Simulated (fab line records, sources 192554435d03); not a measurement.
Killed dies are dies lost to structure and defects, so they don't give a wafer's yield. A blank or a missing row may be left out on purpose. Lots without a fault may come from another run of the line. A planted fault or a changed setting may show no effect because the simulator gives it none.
Split-lot experiment | flow n5_finfet | 7 lots, 39 wafers read, on a route of 1938 steps

THE SPLIT
At N5_BEOL_M11_PECVD_70 (deposits SiO2 from TEOS/O2, target thk 20 nm, time 22.7 s), the setting time_s was moved away from the recipe's 22.7 s on 9 of the 39 wafers read, by -46.6% to -24.8%. The other wafers ran this setting at the recipe's value.

FROM THE SPLIT TO THE READING: what the file shows between them, 4 steps
- N5_BEOL_M11_HM_DEP_02: deposits TiN, target thk 20 nm
- N5_BEOL_M11_COAT_59: time 60 s, resist thk 100 nm
- N5_BEOL_M11_ECD_50: material Cu, target thk 318 nm
- N5_BEOL_M11_ANNEAL_51: time 90 s

THE READING
barrier_field_endpoint_s, in s, at N5_BEOL_M11_CMP_52 (polishes, stops on SiCOH lowk, t overpolish 7 s, target thk 140 nm). Fault-free wafers of this fab line usually give 28.7 s, standard deviation 0.69 s.

wafer  | tool, chamber at the split | time_s as run, s | against the recipe | barrier_field_endpoint_s, s | against lot-mates on the recipe
L080.2 | pecvd-02, 2                | 22.7             | recipe             | 28.4                        | -
L080.1 | pecvd-02, 1                | 22.7             | recipe             | 27.1                        | -
L080.3 | pecvd-02, 0                | 22.7             | recipe             | 27.6                        | -
L081.2 | pecvd-02, 0                | 22.7             | recipe             | 28.0                        | -
L081.4 | pecvd-02, 2,1,2            | 22.7             | recipe             | 28.7                        | -
L081.3 | pecvd-02, 2,1,2            | 22.7             | recipe             | 28.3                        | -
L081.1 | pecvd-02, 1                | 22.7             | recipe             | 27.7                        | -
L081.6 | pecvd-02, 0                | 22.7             | recipe             | 28.0                        | -
L081.5 | pecvd-02, 2,1,2            | 22.7             | recipe             | 28.4                        | -
L083.3 | pecvd-01, 1,2,1            | 22.7             | recipe             | 29.6                        | -
L083.1 | pecvd-01, 1,2,1            | 22.7             | recipe             | 28.7                        | -
L083.2 | pecvd-01, 0                | 22.7             | recipe             | 28.7                        | -
L083.4 | pecvd-01, 1,2,1            | 22.7             | recipe             | 29.1                        | -
L083.6 | pecvd-01, 2                | 22.7             | recipe             | 28.8                        | -
L083.5 | pecvd-01, 0                | 22.7             | recipe             | 29.2                        | -
L087.1 | pecvd-04, 2,0              | 12.12            | -46.6%             | 17.9                        | -11.1
L087.2 | pecvd-04, 1                | 12.12            | -46.6%             | 17.9                        | -11.1
L087.4 | pecvd-04, 0,2              | 22.7             | recipe             | 29.0                        | -
L087.3 | pecvd-04, 2,0              | 12.12            | -46.6%             | 17.8                        | -11.2
L087.6 | pecvd-04, 1                | 22.7             | recipe             | 28.9                        | -
L087.5 | pecvd-04, 0,2              | 22.7             | recipe             | 29.1                        | -
L086.2 | pecvd-02, 0,1              | 22.7             | recipe             | 27.6                        | -
L086.4 | pecvd-02, 0,1              | 22.7             | recipe             | 27.4                        | -
L086.3 | pecvd-02, 2,1              | 22.7             | recipe             | 26.9                        | -
L086.1 | pecvd-02, 2,1              | 22.7             | recipe             | 27.4                        | -
L086.6 | pecvd-02, 2                | 22.7             | recipe             | 28.1                        | -
L086.5 | pecvd-02, 0                | 22.7             | recipe             | 27.4                        | -
L090.2 | pecvd-04, 1                | 17.06            | -24.8%             | 23.3                        | -6.3
L090.4 | pecvd-04, 2,1              | 22.7             | recipe             | 29.7                        | -
L090.1 | pecvd-04, 2                | 22.7             | recipe             | 28.9                        | -
L090.3 | pecvd-04, 0                | 17.06            | -24.8%             | 23.6                        | -6.0
L090.5 | pecvd-04, 2,1              | 22.7             | recipe             | 30.3                        | -
L090.6 | pecvd-04, 0                | 17.06            | -24.8%             | 23.3                        | -6.3
L089.1 | pecvd-02, 1                | 15.24            | -32.9%             | 20.2                        | -8.5
L089.2 | pecvd-02, 0,1              | 22.7             | recipe             | 28.4                        | -
L089.4 | pecvd-02, 0                | 15.24            | -32.9%             | 21.0                        | -7.7
L089.3 | pecvd-02, 2                | 15.24            | -32.9%             | 21.1                        | -7.6
L089.5 | pecvd-02, 0,1              | 22.7             | recipe             | 28.6                        | -
L089.6 | pecvd-02, 2                | 22.7             | recipe             | 29.0                        | -
Where a row lists several chambers, the file gives one row for several wafers and doesn't say which wafer went through which chamber.

THE FIT
A straight line over all 39 wafers: barrier_field_endpoint_s changes by +0.225 s for each +1% of time_s; r = +0.98; the points scatter about the line by 0.75 s.
The same after taking each lot's own level away (the mean of its wafers on the recipe; 39 wafers): +0.241 s for each +1%; r = +1.00; scatter 0.36 s.
On that fit, the largest move of time_s shifts the reading by 11 s.
The lots' own levels span 27.47 to 29.63 s, that is 3.1 times the standard deviation above.
So the lot-to-lot level changes the slope little: the two slopes agree.
Check: with one of the wafers moved furthest among these (-46.6%) left out of the fit, the line predicts -11.3 s for it against its lot-mates. It came out at -11.1 s against them.

OTHER SPLITS ON THESE WAFERS
These wafers also went through other splits before the reading. Each is held against what the fit with the lots' levels taken away leaves over:
other split on the same wafers            | wafers away from the commonest value | r with barrier_field_endpoint_s (lot level and that fit taken away)
N5_BEOL_M0_TRENCH_ETCH_107 target_depth_a | 18                                   | +0.05
N5_BEOL_M2_ILD_DEP_00 time_s              | 15                                   | -0.03
N5_BEOL_M5_CVD_47 target_thk_a            | 15                                   | +0.00
N5_BEOL_M7_DEP_56 target_thk_a            | 12                                   | +0.08

THE WHOLE CHAIN: every reading that the file lists as answering this split, in the file's order
step                 | what it does                                                       | reading                                                                           | change (the file's fit)               | r (the file's)
N5_BEOL_M11_PECVD_70 | deposits SiO2 from TEOS/O2, target thk 20 nm, time 22.7 s          | SiO2_of_BEOL_M11_PECVD_70.thk_nm (the simulator's own value, which no gauge read) | +0.198 nm for each +1% of the setting | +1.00
N5_BEOL_M11_CMP_52   | polishes, stops on SiCOH lowk, t overpolish 7 s, target thk 140 nm | barrier_field_endpoint_s                                                          | +0.241 s for each +1% of the setting  | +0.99

THE FILE'S OWN FIT
barrier_field_endpoint_s changes by +0.241 s for each +1% of time_s, r = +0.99.
